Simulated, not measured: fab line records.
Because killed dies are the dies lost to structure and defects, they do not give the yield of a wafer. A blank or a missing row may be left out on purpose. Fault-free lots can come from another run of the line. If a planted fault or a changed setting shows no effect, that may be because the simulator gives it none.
fab line records / flow n5Finfet / part 2 of 2: steps 4 to 6 of 6
[record] lots = 23 wafers = 69 lastDay = 17
route steps=1938 shown BEOL_M1@767
lots that met no fault: from a run of the same line without faults
startH: start of the lot's first displayed wafer, in hours after the record's first day / waitH: hours from the lot's prior step to this one / " as in the row above / L1.1+2: a single row standing in for several wafers / - no value present, or no start provided / * or withheld: withheld / < > ~ a bound
route shown NAME@n: names a module that has steps shown in the file, with the first one's number in the route / usual: average and standard deviation across the fault-free wafers / same: alike in all rows / chamber/n: place in a boat / sites: per-site readings / _std_site: the values' standard deviation / _edge_site: the outer-site mean with the inner-site mean subtracted / radiusMm: how far each site lies from the wafer's centre / mask NAME#n: copy n / behind: tool/chamber where the wafer was last shaped / hold: why the lot was held/for how many hours/how that ended / device: whichever transistor did not switch (one of n, p or np) / end of line: at the end of the route, the tests of the same wafers / a step given without rows: its recipe and nothing more / killed: dies that structure and defects cost at the first sort, which is not the same as the wafer's yield / map: the dies of a wafer, with x for killed, . for not killed, _ for no die there
set.NAME: setting as actually run; set.NAME@STEP: the setting as run at that earlier step / model.NAME: the simulator's own value behind a step, which no gauge read
route steps across a sampled set of lots; one table per step, one row per wafer
services: when a tool's chamber went out of use (startH, in hours from the record's first day, below 0 if earlier), for how many hours, and the reason
[[steps]]
[step N5_BEOL_M1_ALD_84]
[recipe] material = TaN targetThkA = * tempC = 275 aldPrecursorFamily = PDMAT aldCoReactant = NH3 pressureTorr = 3 carrierFlowSccm = 1500 pulseTimeS = 2 purgeTimeS = 3 coReactantPurgeTimeS = 2 coReactantPulseTimeS = 3 aldCycles = 30 precursorVesselTempC = 75 precursorVesselPressureTorr = 26.25 precursorVesselCarrierSccm = 1000
[usual] chamberPressureTorr = 2.999/0.0062 heaterPowerW = 421/42 mfcCarrierSccm = 1500/4.3
[same] coReactantPulseTimeS = 3
lot.wafer=L075.1 tool=aldMetal-01 chamber=1 startH=132.50 waitH=0.1 chamberPressureTorr=3.001 heaterPowerW=391 mfcCarrierSccm=1504
lot.wafer=L075.5 tool=aldMetal-01 chamber=3 startH=132.50 waitH=0.1 chamberPressureTorr=2.998 heaterPowerW=483 mfcCarrierSccm=1503
lot.wafer=L075.6 tool=aldMetal-01 chamber=2 startH=132.50 waitH=0.1 chamberPressureTorr=3.015 heaterPowerW=446 mfcCarrierSccm=1500
lot.wafer=L076.3 tool=aldMetal-01 chamber=3 startH=132.97 waitH=0.1 chamberPressureTorr=2.999 heaterPowerW=485 mfcCarrierSccm=1495
lot.wafer=L076.4 tool=aldMetal-01 chamber=1 startH=132.97 waitH=0.1 chamberPressureTorr=2.993 heaterPowerW=391 mfcCarrierSccm=1497
lot.wafer=L076.6 tool=aldMetal-01 chamber=3 startH=132.97 waitH=0.1 chamberPressureTorr=2.999 heaterPowerW=487 mfcCarrierSccm=1504
lot.wafer=L077.3 tool=aldMetal-01 chamber=2 startH=149.68 waitH=0.1 chamberPressureTorr=2.996 heaterPowerW=436 mfcCarrierSccm=1491
lot.wafer=L077.4 tool=aldMetal-01 chamber=3 startH=149.68 waitH=0.1 chamberPressureTorr=3.002 heaterPowerW=492 mfcCarrierSccm=1500
lot.wafer=L077.6 tool=aldMetal-01 chamber=0 startH=149.68 waitH=0.1 chamberPressureTorr=2.989 heaterPowerW=404 mfcCarrierSccm=1498
lot.wafer=L078.1 tool=aldMetal-04 chamber=1 startH=155.53 waitH=0.0 chamberPressureTorr=2.999 heaterPowerW=442 mfcCarrierSccm=1497
lot.wafer=L078.5 tool=aldMetal-04 chamber=3 startH=155.53 waitH=0.0 chamberPressureTorr=2.996 heaterPowerW=384 mfcCarrierSccm=1507
lot.wafer=L078.6 tool=aldMetal-04 chamber=2 startH=155.53 waitH=0.0 chamberPressureTorr=3.005 heaterPowerW=420 mfcCarrierSccm=1498
lot.wafer=L079.2 tool=aldMetal-01 chamber=3 startH=155.63 waitH=0.0 chamberPressureTorr=2.991 heaterPowerW=485 mfcCarrierSccm=1501
lot.wafer=L079.4 tool=aldMetal-01 chamber=1 startH=155.63 waitH=0.0 chamberPressureTorr=3.005 heaterPowerW=384 mfcCarrierSccm=1504
lot.wafer=L079.6 tool=aldMetal-01 chamber=2 startH=155.63 waitH=0.0 chamberPressureTorr=2.999 heaterPowerW=439 mfcCarrierSccm=1499
lot.wafer=L081.1 tool=aldMetal-04 chamber=2 startH=175.48 waitH=0.1 chamberPressureTorr=3.004 heaterPowerW=425 mfcCarrierSccm=1498
lot.wafer=L081.2 tool=aldMetal-04 chamber=3 startH=175.48 waitH=0.1 chamberPressureTorr=3.004 heaterPowerW=379 mfcCarrierSccm=1501
lot.wafer=L081.5 tool=aldMetal-04 chamber=0 startH=175.48 waitH=0.1 chamberPressureTorr=3.012 heaterPowerW=451 mfcCarrierSccm=1498
lot.wafer=L080.4 tool=aldMetal-02 chamber=0 startH=175.66 waitH=0.2 chamberPressureTorr=2.993 heaterPowerW=379 mfcCarrierSccm=1498
lot.wafer=L080.5 tool=aldMetal-02 chamber=3 startH=175.66 waitH=0.2 chamberPressureTorr=2.997 heaterPowerW=320 mfcCarrierSccm=1494
lot.wafer=L080.6 tool=aldMetal-02 chamber=1 startH=175.66 waitH=0.2 chamberPressureTorr=2.997 heaterPowerW=416 mfcCarrierSccm=1506
lot.wafer=L083.1 tool=aldMetal-02 chamber=0 startH=184.24 waitH=0.1 chamberPressureTorr=2.997 heaterPowerW=380 mfcCarrierSccm=1502
lot.wafer=L083.3 tool=aldMetal-02 chamber=1 startH=184.24 waitH=0.1 chamberPressureTorr=2.995 heaterPowerW=409 mfcCarrierSccm=1496
lot.wafer=L083.5 tool=aldMetal-02 chamber=1 startH=184.24 waitH=0.1 chamberPressureTorr=3.000 heaterPowerW=427 mfcCarrierSccm=1502
lot.wafer=L082.1 tool=aldMetal-02 chamber=1 startH=184.71 waitH=0.0 chamberPressureTorr=3.003 heaterPowerW=434 mfcCarrierSccm=1506
lot.wafer=L082.3 tool=aldMetal-02 chamber=3 startH=184.71 waitH=0.0 chamberPressureTorr=3.008 heaterPowerW=324 mfcCarrierSccm=1493
lot.wafer=L082.5 tool=aldMetal-02 chamber=2 startH=184.71 waitH=0.0 chamberPressureTorr=3.003 heaterPowerW=423 mfcCarrierSccm=1504
lot.wafer=L084.3 tool=aldMetal-01 chamber=2 startH=186.92 waitH=0.0 chamberPressureTorr=3.018 heaterPowerW=442 mfcCarrierSccm=1493
lot.wafer=L084.4 tool=aldMetal-01 chamber=0 startH=186.92 waitH=0.0 chamberPressureTorr=2.993 heaterPowerW=409 mfcCarrierSccm=1501
lot.wafer=L084.5 tool=aldMetal-01 chamber=1 startH=186.92 waitH=0.0 chamberPressureTorr=2.996 heaterPowerW=404 mfcCarrierSccm=1498
lot.wafer=L085.1 tool=aldMetal-04 chamber=3 startH=191.87 waitH=0.1 chamberPressureTorr=2.998 heaterPowerW=382 mfcCarrierSccm=1503
lot.wafer=L085.4 tool=aldMetal-04 chamber=2 startH=191.87 waitH=0.1 chamberPressureTorr=2.995 heaterPowerW=421 mfcCarrierSccm=1509
lot.wafer=L085.5 tool=aldMetal-04 chamber=3 startH=191.87 waitH=0.1 chamberPressureTorr=2.998 heaterPowerW=378 mfcCarrierSccm=1498
lot.wafer=L088.2 tool=aldMetal-02 chamber=3 startH=207.57 waitH=0.0 chamberPressureTorr=3.007 heaterPowerW=324 mfcCarrierSccm=1500
lot.wafer=L088.4 tool=aldMetal-02 chamber=0 startH=207.57 waitH=0.0 chamberPressureTorr=3.002 heaterPowerW=383 mfcCarrierSccm=1498
lot.wafer=L088.6 tool=aldMetal-02 chamber=3 startH=207.57 waitH=0.0 chamberPressureTorr=3.007 heaterPowerW=328 mfcCarrierSccm=1505
lot.wafer=L086.2 tool=aldMetal-01 chamber=2 startH=210.62 waitH=0.0 chamberPressureTorr=2.990 heaterPowerW=436 mfcCarrierSccm=1504
lot.wafer=L086.5 tool=aldMetal-01 chamber=2 startH=210.62 waitH=0.0 chamberPressureTorr=2.987 heaterPowerW=441 mfcCarrierSccm=1504
lot.wafer=L086.6 tool=aldMetal-01 chamber=3 startH=210.62 waitH=0.0 chamberPressureTorr=2.996 heaterPowerW=496 mfcCarrierSccm=1497
lot.wafer=L087.1 tool=aldMetal-04 chamber=1 startH=210.97 waitH=0.1 chamberPressureTorr=3.001 heaterPowerW=446 mfcCarrierSccm=1500
lot.wafer=L087.4 tool=aldMetal-04 chamber=0 startH=210.97 waitH=0.1 chamberPressureTorr=3.005 heaterPowerW=467 mfcCarrierSccm=1501
lot.wafer=L087.5 tool=aldMetal-04 chamber=3 startH=210.97 waitH=0.1 chamberPressureTorr=2.991 heaterPowerW=379 mfcCarrierSccm=1507
lot.wafer=L089.2 tool=aldMetal-02 chamber=1 startH=216.32 waitH=0.0 chamberPressureTorr=3.003 heaterPowerW=431 mfcCarrierSccm=1502
lot.wafer=L089.4 tool=aldMetal-02 chamber=3 startH=216.32 waitH=0.0 chamberPressureTorr=3.009 heaterPowerW=319 mfcCarrierSccm=1500
lot.wafer=L089.6 tool=aldMetal-02 chamber=1 startH=216.32 waitH=0.0 chamberPressureTorr=2.992 heaterPowerW=420 mfcCarrierSccm=1498
lot.wafer=L090.3 tool=aldMetal-04 chamber=2 startH=218.89 waitH=0.0 chamberPressureTorr=3.008 heaterPowerW=431 mfcCarrierSccm=1499
lot.wafer=L090.5 tool=aldMetal-04 chamber=0 startH=218.89 waitH=0.0 chamberPressureTorr=2.990 heaterPowerW=451 mfcCarrierSccm=1507
lot.wafer=L090.6 tool=aldMetal-04 chamber=1 startH=218.89 waitH=0.0 chamberPressureTorr=2.990 heaterPowerW=451 mfcCarrierSccm=1494
lot.wafer=L092.3 tool=aldMetal-01 chamber=1 startH=231.97 waitH=0.0 chamberPressureTorr=2.998 heaterPowerW=384 mfcCarrierSccm=1511
lot.wafer=L092.4 tool=aldMetal-01 chamber=2 startH=231.97 waitH=0.0 chamberPressureTorr=2.986 heaterPowerW=453 mfcCarrierSccm=1503
lot.wafer=L092.5 tool=aldMetal-01 chamber=0 startH=231.97 waitH=0.0 chamberPressureTorr=2.997 heaterPowerW=407 mfcCarrierSccm=1498
lot.wafer=L091.1 tool=aldMetal-04 chamber=3 startH=232.07 waitH=0.1 chamberPressureTorr=2.989 heaterPowerW=389 mfcCarrierSccm=1496
lot.wafer=L091.2 tool=aldMetal-04 chamber=2 startH=232.07 waitH=0.1 chamberPressureTorr=3.001 heaterPowerW=426 mfcCarrierSccm=1503
lot.wafer=L091.6 tool=aldMetal-04 chamber=1 startH=232.07 waitH=0.1 chamberPressureTorr=2.995 heaterPowerW=451 mfcCarrierSccm=1500
lot.wafer=L093.2 tool=aldMetal-01 chamber=2 startH=241.90 waitH=0.1 chamberPressureTorr=2.998 heaterPowerW=438 mfcCarrierSccm=1498
lot.wafer=L093.4 tool=aldMetal-01 chamber=3 startH=241.90 waitH=0.1 chamberPressureTorr=3.002 heaterPowerW=483 mfcCarrierSccm=1499
lot.wafer=L093.5 tool=aldMetal-01 chamber=1 startH=241.90 waitH=0.1 chamberPressureTorr=2.995 heaterPowerW=392 mfcCarrierSccm=1502
lot.wafer=L095.1 tool=aldMetal-01 chamber=2 startH=245.72 waitH=0.1 chamberPressureTorr=2.994 heaterPowerW=456 mfcCarrierSccm=1495
lot.wafer=L095.4 tool=aldMetal-01 chamber=0 startH=245.72 waitH=0.1 chamberPressureTorr=2.990 heaterPowerW=407 mfcCarrierSccm=1502
lot.wafer=L095.5 tool=aldMetal-01 chamber=1 startH=245.72 waitH=0.1 chamberPressureTorr=2.992 heaterPowerW=389 mfcCarrierSccm=1496
lot.wafer=L094.1 tool=aldMetal-04 chamber=3 startH=247.05 waitH=0.1 chamberPressureTorr=2.999 heaterPowerW=381 mfcCarrierSccm=1498
lot.wafer=L094.2 tool=aldMetal-04 chamber=2 startH=247.05 waitH=0.1 chamberPressureTorr=2.995 heaterPowerW=421 mfcCarrierSccm=1501
lot.wafer=L094.4 tool=aldMetal-04 chamber=0 startH=247.05 waitH=0.1 chamberPressureTorr=2.999 heaterPowerW=463 mfcCarrierSccm=1502
lot.wafer=L096.1 tool=aldMetal-04 chamber=0 startH=263.23 waitH=0.0 chamberPressureTorr=3.005 heaterPowerW=468 mfcCarrierSccm=1500
lot.wafer=L096.2 tool=aldMetal-04 chamber=2 startH=263.23 waitH=0.0 chamberPressureTorr=3.007 heaterPowerW=423 mfcCarrierSccm=1499
lot.wafer=L096.3 tool=aldMetal-04 chamber=1 startH=263.23 waitH=0.0 chamberPressureTorr=3.002 heaterPowerW=448 mfcCarrierSccm=1496
lot.wafer=L097.1 tool=aldMetal-04 chamber=3 startH=266.85 waitH=0.0 chamberPressureTorr=3.001 heaterPowerW=385 mfcCarrierSccm=1498
lot.wafer=L097.2 tool=aldMetal-04 chamber=2 startH=266.85 waitH=0.0 chamberPressureTorr=3.011 heaterPowerW=425 mfcCarrierSccm=1501
lot.wafer=L097.6 tool=aldMetal-04 chamber=2 startH=266.85 waitH=0.0 chamberPressureTorr=3.006 heaterPowerW=424 mfcCarrierSccm=1504
[step N5_BEOL_M1_SPUTTER_48]
[recipe] material = Cu targetThkA = 45 tempC = -20 chamberPressurePa = 0.07 powerW = withheld timeS = 8.29
[usual] throttleValvePct = 30.0/1.2
lot.wafer=L075.1 tool=pvdSputter-02 chamber=- startH=132.95 waitH=0.1 throttleValvePct=32.3
lot.wafer=L075.5 tool=pvdSputter-02 chamber=- startH=132.95 waitH=0.1 throttleValvePct=31.0
lot.wafer=L075.6 tool=pvdSputter-02 chamber=- startH=132.95 waitH=0.1 throttleValvePct=32.3
lot.wafer=L076.3 tool=pvdSputter-03 chamber=- startH=135.14 waitH=1.0 throttleValvePct=30.1
lot.wafer=L076.4 tool=pvdSputter-03 chamber=- startH=135.14 waitH=1.0 throttleValvePct=29.9
lot.wafer=L076.6 tool=pvdSputter-03 chamber=- startH=135.14 waitH=1.0 throttleValvePct=30.1
lot.wafer=L077.3 tool=pvdSputter-02 chamber=- startH=151.14 waitH=0.1 throttleValvePct=27.6
lot.wafer=L077.4 tool=pvdSputter-02 chamber=- startH=151.14 waitH=0.1 throttleValvePct=30.4
lot.wafer=L077.6 tool=pvdSputter-02 chamber=- startH=151.14 waitH=0.1 throttleValvePct=30.5
lot.wafer=L078.1 tool=pvdSputter-01 chamber=- startH=156.07 waitH=0.1 throttleValvePct=31.1
lot.wafer=L078.5 tool=pvdSputter-01 chamber=- startH=156.07 waitH=0.1 throttleValvePct=30.8
lot.wafer=L078.6 tool=pvdSputter-01 chamber=- startH=156.07 waitH=0.1 throttleValvePct=30.8
lot.wafer=L079.2 tool=pvdSputter-02 chamber=- startH=156.21 waitH=0.1 throttleValvePct=30.5
lot.wafer=L079.4 tool=pvdSputter-02 chamber=- startH=156.21 waitH=0.1 throttleValvePct=29.1
lot.wafer=L079.6 tool=pvdSputter-02 chamber=- startH=156.21 waitH=0.1 throttleValvePct=32.2
lot.wafer=L081.1 tool=pvdSputter-03 chamber=- startH=176.19 waitH=0.2 throttleValvePct=28.6
lot.wafer=L081.2 tool=pvdSputter-03 chamber=- startH=176.19 waitH=0.2 throttleValvePct=30.2
lot.wafer=L081.5 tool=pvdSputter-03 chamber=- startH=176.19 waitH=0.2 throttleValvePct=30.0
lot.wafer=L080.4 tool=pvdSputter-01 chamber=- startH=176.40 waitH=0.2 throttleValvePct=29.4
lot.wafer=L080.5 tool=pvdSputter-01 chamber=- startH=176.40 waitH=0.2 throttleValvePct=29.2
lot.wafer=L080.6 tool=pvdSputter-01 chamber=- startH=176.40 waitH=0.2 throttleValvePct=30.6
lot.wafer=L083.1 tool=pvdSputter-01 chamber=- startH=184.76 waitH=0.1 throttleValvePct=31.2
lot.wafer=L083.3 tool=pvdSputter-01 chamber=- startH=184.76 waitH=0.1 throttleValvePct=29.4
lot.wafer=L083.5 tool=pvdSputter-01 chamber=- startH=184.76 waitH=0.1 throttleValvePct=28.9
lot.wafer=L082.1 tool=pvdSputter-03 chamber=- startH=185.54 waitH=0.3 throttleValvePct=30.2
lot.wafer=L082.3 tool=pvdSputter-03 chamber=- startH=185.54 waitH=0.3 throttleValvePct=29.7
lot.wafer=L082.5 tool=pvdSputter-03 chamber=- startH=185.54 waitH=0.3 throttleValvePct=30.0
lot.wafer=L084.3 tool=pvdSputter-02 chamber=- startH=187.46 waitH=0.1 throttleValvePct=30.5
lot.wafer=L084.4 tool=pvdSputter-02 chamber=- startH=187.46 waitH=0.1 throttleValvePct=27.7
lot.wafer=L084.5 tool=pvdSputter-02 chamber=- startH=187.46 waitH=0.1 throttleValvePct=32.5
lot.wafer=L085.1 tool=pvdSputter-03 chamber=- startH=193.05 waitH=0.6 throttleValvePct=29.8
lot.wafer=L085.4 tool=pvdSputter-03 chamber=- startH=193.05 waitH=0.6 throttleValvePct=28.6
lot.wafer=L085.5 tool=pvdSputter-03 chamber=- startH=193.05 waitH=0.6 throttleValvePct=30.0
lot.wafer=L088.2 tool=pvdSputter-01 chamber=- startH=208.08 waitH=0.1 throttleValvePct=29.3
lot.wafer=L088.4 tool=pvdSputter-01 chamber=- startH=208.08 waitH=0.1 throttleValvePct=30.5
lot.wafer=L088.6 tool=pvdSputter-01 chamber=- startH=208.08 waitH=0.1 throttleValvePct=29.5
lot.wafer=L086.2 tool=pvdSputter-01 chamber=- startH=211.11 waitH=0.1 throttleValvePct=30.7
lot.wafer=L086.5 tool=pvdSputter-01 chamber=- startH=211.11 waitH=0.1 throttleValvePct=30.9
lot.wafer=L086.6 tool=pvdSputter-01 chamber=- startH=211.11 waitH=0.1 throttleValvePct=29.4
lot.wafer=L087.1 tool=pvdSputter-02 chamber=- startH=213.09 waitH=1.7 throttleValvePct=32.4
lot.wafer=L087.4 tool=pvdSputter-02 chamber=- startH=213.09 waitH=1.7 throttleValvePct=29.0
lot.wafer=L087.5 tool=pvdSputter-02 chamber=- startH=213.09 waitH=1.7 throttleValvePct=30.6
lot.wafer=L089.2 tool=pvdSputter-03 chamber=- startH=217.57 waitH=0.5 throttleValvePct=28.6
lot.wafer=L089.4 tool=pvdSputter-03 chamber=- startH=217.57 waitH=0.5 throttleValvePct=30.5
lot.wafer=L089.6 tool=pvdSputter-03 chamber=- startH=217.57 waitH=0.5 throttleValvePct=29.9
lot.wafer=L090.3 tool=pvdSputter-03 chamber=- startH=219.41 waitH=0.1 throttleValvePct=28.5
lot.wafer=L090.5 tool=pvdSputter-03 chamber=- startH=219.41 waitH=0.1 throttleValvePct=28.4
lot.wafer=L090.6 tool=pvdSputter-03 chamber=- startH=219.41 waitH=0.1 throttleValvePct=29.9
lot.wafer=L092.3 tool=pvdSputter-01 chamber=- startH=232.52 waitH=0.1 throttleValvePct=29.3
lot.wafer=L092.4 tool=pvdSputter-01 chamber=- startH=232.52 waitH=0.1 throttleValvePct=31.0
lot.wafer=L092.5 tool=pvdSputter-01 chamber=- startH=232.52 waitH=0.1 throttleValvePct=31.0
lot.wafer=L091.1 tool=pvdSputter-03 chamber=- startH=232.59 waitH=0.1 throttleValvePct=30.2
lot.wafer=L091.2 tool=pvdSputter-03 chamber=- startH=232.59 waitH=0.1 throttleValvePct=30.1
lot.wafer=L091.6 tool=pvdSputter-03 chamber=- startH=232.59 waitH=0.1 throttleValvePct=30.1
lot.wafer=L093.2 tool=pvdSputter-03 chamber=- startH=242.62 waitH=0.2 throttleValvePct=29.9
lot.wafer=L093.4 tool=pvdSputter-03 chamber=- startH=242.62 waitH=0.2 throttleValvePct=30.1
lot.wafer=L093.5 tool=pvdSputter-03 chamber=- startH=242.62 waitH=0.2 throttleValvePct=29.8
lot.wafer=L095.1 tool=pvdSputter-02 chamber=- startH=246.27 waitH=0.1 throttleValvePct=27.7
lot.wafer=L095.4 tool=pvdSputter-02 chamber=- startH=246.27 waitH=0.1 throttleValvePct=29.5
lot.wafer=L095.5 tool=pvdSputter-02 chamber=- startH=246.27 waitH=0.1 throttleValvePct=27.8
lot.wafer=L094.1 tool=pvdSputter-01 chamber=- startH=247.60 waitH=0.2 throttleValvePct=29.2
lot.wafer=L094.2 tool=pvdSputter-01 chamber=- startH=247.60 waitH=0.2 throttleValvePct=30.4
lot.wafer=L094.4 tool=pvdSputter-01 chamber=- startH=247.60 waitH=0.2 throttleValvePct=29.3
lot.wafer=L096.1 tool=pvdSputter-02 chamber=- startH=263.91 waitH=0.1 throttleValvePct=27.8
lot.wafer=L096.2 tool=pvdSputter-02 chamber=- startH=263.91 waitH=0.1 throttleValvePct=29.2
lot.wafer=L096.3 tool=pvdSputter-02 chamber=- startH=263.91 waitH=0.1 throttleValvePct=32.1
lot.wafer=L097.1 tool=pvdSputter-02 chamber=- startH=267.47 waitH=0.1 throttleValvePct=30.6
lot.wafer=L097.2 tool=pvdSputter-02 chamber=- startH=267.47 waitH=0.1 throttleValvePct=27.6
lot.wafer=L097.6 tool=pvdSputter-02 chamber=- startH=267.47 waitH=0.1 throttleValvePct=30.5
[step N5_BEOL_M1_ANNEAL_80]
[recipe] tempC = 400 timeS = 240 ambient = vacuum
[usual] heaterPowerW = 816/45
lot.wafer=L075.1 tool=pvdSputter-02 chamber=- startH=133.25 waitH=0.0 heaterPowerW=804
lot.wafer=L075.5 tool=pvdSputter-02 chamber=- startH=133.25 waitH=0.0 heaterPowerW=780
lot.wafer=L075.6 tool=pvdSputter-02 chamber=- startH=133.25 waitH=0.0 heaterPowerW=801
lot.wafer=L076.3 tool=pvdSputter-03 chamber=- startH=135.44 waitH=0.0 heaterPowerW=857
lot.wafer=L076.4 tool=pvdSputter-03 chamber=- startH=135.44 waitH=0.0 heaterPowerW=828
lot.wafer=L076.6 tool=pvdSputter-03 chamber=- startH=135.44 waitH=0.0 heaterPowerW=819
lot.wafer=L077.3 tool=pvdSputter-02 chamber=- startH=151.44 waitH=0.0 heaterPowerW=855
lot.wafer=L077.4 tool=pvdSputter-02 chamber=- startH=151.44 waitH=0.0 heaterPowerW=790
lot.wafer=L077.6 tool=pvdSputter-02 chamber=- startH=151.44 waitH=0.0 heaterPowerW=775
lot.wafer=L078.1 tool=pvdSputter-01 chamber=- startH=156.37 waitH=0.0 heaterPowerW=799
lot.wafer=L078.5 tool=pvdSputter-01 chamber=- startH=156.37 waitH=0.0 heaterPowerW=762
lot.wafer=L078.6 tool=pvdSputter-01 chamber=- startH=156.37 waitH=0.0 heaterPowerW=818
lot.wafer=L079.2 tool=pvdSputter-02 chamber=- startH=156.51 waitH=0.0 heaterPowerW=804
lot.wafer=L079.4 tool=pvdSputter-02 chamber=- startH=156.51 waitH=0.0 heaterPowerW=814
lot.wafer=L079.6 tool=pvdSputter-02 chamber=- startH=156.51 waitH=0.0 heaterPowerW=815
lot.wafer=L081.1 tool=pvdSputter-03 chamber=- startH=176.49 waitH=0.0 heaterPowerW=823
lot.wafer=L081.2 tool=pvdSputter-03 chamber=- startH=176.49 waitH=0.0 heaterPowerW=881
lot.wafer=L081.5 tool=pvdSputter-03 chamber=- startH=176.49 waitH=0.0 heaterPowerW=868
lot.wafer=L080.4 tool=pvdSputter-01 chamber=- startH=176.72 waitH=0.0 heaterPowerW=702
lot.wafer=L080.5 tool=pvdSputter-01 chamber=- startH=176.72 waitH=0.0 heaterPowerW=843
lot.wafer=L080.6 tool=pvdSputter-01 chamber=- startH=176.72 waitH=0.0 heaterPowerW=791
lot.wafer=L083.1 tool=pvdSputter-01 chamber=- startH=185.09 waitH=0.0 heaterPowerW=824
lot.wafer=L083.3 tool=pvdSputter-01 chamber=- startH=185.09 waitH=0.0 heaterPowerW=679
lot.wafer=L083.5 tool=pvdSputter-01 chamber=- startH=185.09 waitH=0.0 heaterPowerW=849
lot.wafer=L082.1 tool=pvdSputter-03 chamber=- startH=185.84 waitH=0.0 heaterPowerW=886
lot.wafer=L082.3 tool=pvdSputter-03 chamber=- startH=185.84 waitH=0.0 heaterPowerW=808
lot.wafer=L082.5 tool=pvdSputter-03 chamber=- startH=185.84 waitH=0.0 heaterPowerW=837
lot.wafer=L084.3 tool=pvdSputter-02 chamber=- startH=187.76 waitH=0.0 heaterPowerW=801
lot.wafer=L084.4 tool=pvdSputter-02 chamber=- startH=187.76 waitH=0.0 heaterPowerW=873
lot.wafer=L084.5 tool=pvdSputter-02 chamber=- startH=187.76 waitH=0.0 heaterPowerW=818
lot.wafer=L085.1 tool=pvdSputter-03 chamber=- startH=193.35 waitH=0.0 heaterPowerW=825
lot.wafer=L085.4 tool=pvdSputter-03 chamber=- startH=193.35 waitH=0.0 heaterPowerW=826
lot.wafer=L085.5 tool=pvdSputter-03 chamber=- startH=193.35 waitH=0.0 heaterPowerW=843
lot.wafer=L088.2 tool=pvdSputter-01 chamber=- startH=208.38 waitH=0.0 heaterPowerW=685
lot.wafer=L088.4 tool=pvdSputter-01 chamber=- startH=208.38 waitH=0.0 heaterPowerW=792
lot.wafer=L088.6 tool=pvdSputter-01 chamber=- startH=208.38 waitH=0.0 heaterPowerW=695
lot.wafer=L086.2 tool=pvdSputter-01 chamber=- startH=211.41 waitH=0.0 heaterPowerW=788
lot.wafer=L086.5 tool=pvdSputter-01 chamber=- startH=211.41 waitH=0.0 heaterPowerW=810
lot.wafer=L086.6 tool=pvdSputter-01 chamber=- startH=211.41 waitH=0.0 heaterPowerW=693
lot.wafer=L087.1 tool=pvdSputter-02 chamber=- startH=213.39 waitH=0.0 heaterPowerW=810
lot.wafer=L087.4 tool=pvdSputter-02 chamber=- startH=213.39 waitH=0.0 heaterPowerW=789
lot.wafer=L087.5 tool=pvdSputter-02 chamber=- startH=213.39 waitH=0.0 heaterPowerW=801
lot.wafer=L089.2 tool=pvdSputter-03 chamber=- startH=217.87 waitH=0.0 heaterPowerW=839
lot.wafer=L089.4 tool=pvdSputter-03 chamber=- startH=217.87 waitH=0.0 heaterPowerW=863
lot.wafer=L089.6 tool=pvdSputter-03 chamber=- startH=217.87 waitH=0.0 heaterPowerW=845
lot.wafer=L090.3 tool=pvdSputter-03 chamber=- startH=219.71 waitH=0.0 heaterPowerW=837
lot.wafer=L090.5 tool=pvdSputter-03 chamber=- startH=219.71 waitH=0.0 heaterPowerW=820
lot.wafer=L090.6 tool=pvdSputter-03 chamber=- startH=219.71 waitH=0.0 heaterPowerW=845
lot.wafer=L092.3 tool=pvdSputter-01 chamber=- startH=232.82 waitH=0.0 heaterPowerW=687
lot.wafer=L092.4 tool=pvdSputter-01 chamber=- startH=232.82 waitH=0.0 heaterPowerW=802
lot.wafer=L092.5 tool=pvdSputter-01 chamber=- startH=232.82 waitH=0.0 heaterPowerW=802
lot.wafer=L091.1 tool=pvdSputter-03 chamber=- startH=232.89 waitH=0.0 heaterPowerW=848
lot.wafer=L091.2 tool=pvdSputter-03 chamber=- startH=232.89 waitH=0.0 heaterPowerW=802
lot.wafer=L091.6 tool=pvdSputter-03 chamber=- startH=232.89 waitH=0.0 heaterPowerW=879
lot.wafer=L093.2 tool=pvdSputter-03 chamber=- startH=242.92 waitH=0.0 heaterPowerW=818
lot.wafer=L093.4 tool=pvdSputter-03 chamber=- startH=242.92 waitH=0.0 heaterPowerW=828
lot.wafer=L093.5 tool=pvdSputter-03 chamber=- startH=242.92 waitH=0.0 heaterPowerW=810
lot.wafer=L095.1 tool=pvdSputter-02 chamber=- startH=246.57 waitH=0.0 heaterPowerW=874
lot.wafer=L095.4 tool=pvdSputter-02 chamber=- startH=246.57 waitH=0.0 heaterPowerW=786
lot.wafer=L095.5 tool=pvdSputter-02 chamber=- startH=246.57 waitH=0.0 heaterPowerW=876
lot.wafer=L094.1 tool=pvdSputter-01 chamber=- startH=247.90 waitH=0.0 heaterPowerW=868
lot.wafer=L094.2 tool=pvdSputter-01 chamber=- startH=247.90 waitH=0.0 heaterPowerW=788
lot.wafer=L094.4 tool=pvdSputter-01 chamber=- startH=247.90 waitH=0.0 heaterPowerW=703
lot.wafer=L096.1 tool=pvdSputter-02 chamber=- startH=264.21 waitH=0.0 heaterPowerW=863
lot.wafer=L096.2 tool=pvdSputter-02 chamber=- startH=264.21 waitH=0.0 heaterPowerW=781
lot.wafer=L096.3 tool=pvdSputter-02 chamber=- startH=264.21 waitH=0.0 heaterPowerW=805
lot.wafer=L097.1 tool=pvdSputter-02 chamber=- startH=267.77 waitH=0.0 heaterPowerW=772
lot.wafer=L097.2 tool=pvdSputter-02 chamber=- startH=267.77 waitH=0.0 heaterPowerW=864
lot.wafer=L097.6 tool=pvdSputter-02 chamber=- startH=267.77 waitH=0.0 heaterPowerW=803
[[services]]
tool=rieDiel-03 chamber=1 startH=109.14 hours=- kind=clean
tool=rieDiel-03 chamber=1 startH=109.14 hours=- kind=consumableReplace:focusRing
tool=rieDiel-03 chamber=1 startH=109.14 hours=17.6 kind=scheduledDown
tool=rieDiel-03 chamber=1 startH=109.14 hours=17.6 kind=ventCycle
tool=rieDiel-02 chamber=3 startH=119.31 hours=7.9 kind=repair
tool=rieDiel-05 chamber=- startH=122.19 hours=0.2 kind=repair
tool=rieDiel-05 chamber=3 startH=129.67 hours=16.7 kind=repair
tool=pvdSputter-01 chamber=- startH=150.27 hours=1.8 kind=repair
tool=rieDiel-05 chamber=- startH=159.80 hours=1.1 kind=repair
tool=aldMetal-01 chamber=- startH=178.55 hours=0.7 kind=repair
tool=aldMetal-02 chamber=1 startH=187.77 hours=24.8 kind=repair
tool=rieDiel-03 chamber=2 startH=189.48 hours=14.7 kind=repair
tool=aldMetal-02 chamber=- startH=230.37 hours=2.8 kind=pm
tool=rieDiel-02 chamber=- startH=249.58 hours=2.8 kind=pm
tool=aldMetal-04 chamber=- startH=249.82 hours=6.0 kind=pm
tool=rieDiel-03 chamber=2 startH=261.75 hours=- kind=clean
tool=rieDiel-03 chamber=2 startH=261.75 hours=- kind=consumableReplace:focusRing
tool=rieDiel-03 chamber=2 startH=261.75 hours=24.2 kind=scheduledDown
tool=rieDiel-03 chamber=2 startH=261.75 hours=24.2 kind=ventCycle
tool=aldMetal-02 chamber=0 startH=265.38 hours=2.8 kind=repair
